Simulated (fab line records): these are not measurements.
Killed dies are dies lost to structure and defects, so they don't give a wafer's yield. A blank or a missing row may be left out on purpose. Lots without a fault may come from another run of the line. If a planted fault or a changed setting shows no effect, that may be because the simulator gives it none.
Which tool did it? ; flow n5 finfet ; Sampling: 9 lots, 27 wafers, 4 of 1938 route steps

WHAT EACH GAUGE READ, for each wafer
N5_HKMG_FIN_CD_MEAS_12 targets a cd of 92.8 nm.
lot;measured;on;cd nm (nm)
L381;day 4 20:32;cd sem-01;92.4 92.1 91.8
L382;day 4 23:42;cd sem-01;91.8 92.1 91.3
L384;day 5 10:46;cd sem-01;92.5 92.5 92.4
L390;day 6 22:16;cd sem-03;93.2 93.4 93.2
L391;day 7 07:28;cd sem-03;91.8 92.7 91.8
L395;day 8 06:11;cd sem-02;92.2 92.2 92.2
L399;day 9 07:28;cd sem-03;93.5 93.3 93.8
L401;day 9 17:25;cd sem-02;92.4 92.4 92.3
L402;day 9 18:59;cd sem-01;93.5 93.1 92.7

WHICH TOOL RAN EACH LOT (tool, then ch and the chambers of the sampled wafers, then the start)
lot;N5_HKMG_FIN_ETCH_54;N5_HKMG_FIN_ETCH_58;N5_HKMG_FIN_ALD_36
L381;rie diel-06 ch 1,2, day 4 17:17;rie diel-06 ch 1,2, day 4 17:34;ald metal-04 ch 0,1,2, day 4 19:23
L382;rie diel-04 ch 0,1, day 4 20:13;rie diel-04 ch 0,1, day 4 20:29;ald metal-02 ch 1,3, day 4 22:33
L384;rie diel-05 ch 0,1,3, day 5 07:27;rie diel-05 ch 0,1,3, day 5 07:43;ald metal-02 ch 1,2, day 5 09:35
L390;rie diel-04 ch 0,2, day 6 18:59;rie diel-04 ch 0,2, day 6 19:15;ald metal-02 ch 0,3, day 6 21:07
L391;rie diel-05 ch 0,3, day 7 04:13;rie diel-05 ch 0,3, day 7 04:29;ald metal-04 ch 0,3, day 7 06:18
L395;rie diel-06 ch 0,1, day 8 03:01;rie diel-06 ch 0,1, day 8 03:17;ald metal-02 ch 1,2,3, day 8 05:08
L399;rie diel-06 ch 1,2,3, day 9 04:12;rie diel-06 ch 1,2,3, day 9 04:28;ald metal-04 ch 0,2,3, day 9 06:26
L401;rie diel-04 ch 1,2,3, day 9 14:18;rie diel-04 ch 1,2,3, day 9 14:34;ald metal-01 ch 0,1,3, day 9 16:23
L402;rie diel-06 ch 0,3, day 9 15:52;rie diel-06 ch 0,3, day 9 16:08;ald metal-01 ch 0,1, day 9 17:58
- N5_HKMG_FIN_ETCH_54: etches SiARC in CF4, target depth 45.5 nm, time 75.8 s.
- N5_HKMG_FIN_ETCH_58: etches SOC in N2/H2, target depth 215.8 nm, time 741 s.
- N5_HKMG_FIN_ALD_36: deposits TiN, target thk 1 nm, pulse time 1 s, purge time 3 s.

THE ANSWER, worked out from the rows above alone
Rule: usual is defined by the lots themselves. Put in order of their means at a reading, lots are off if they are a third of the lots or fewer, leave a main group of 4 or more, and stand apart from it by a gap of 3 or more times the standard deviation of the main group's means; of several such gaps the widest counts. A main group is skipped when, at the precision printed for the reading in the tables above, its means are all equal. Also off: a lot with no number at a reading for which 4 or more lots have one. Any other lot the step has rows for is counted as sound.
Nothing can be told from this: no lot is off at any reading shown.

WHAT HAD BEEN PUT IN BY THE SIMULATOR
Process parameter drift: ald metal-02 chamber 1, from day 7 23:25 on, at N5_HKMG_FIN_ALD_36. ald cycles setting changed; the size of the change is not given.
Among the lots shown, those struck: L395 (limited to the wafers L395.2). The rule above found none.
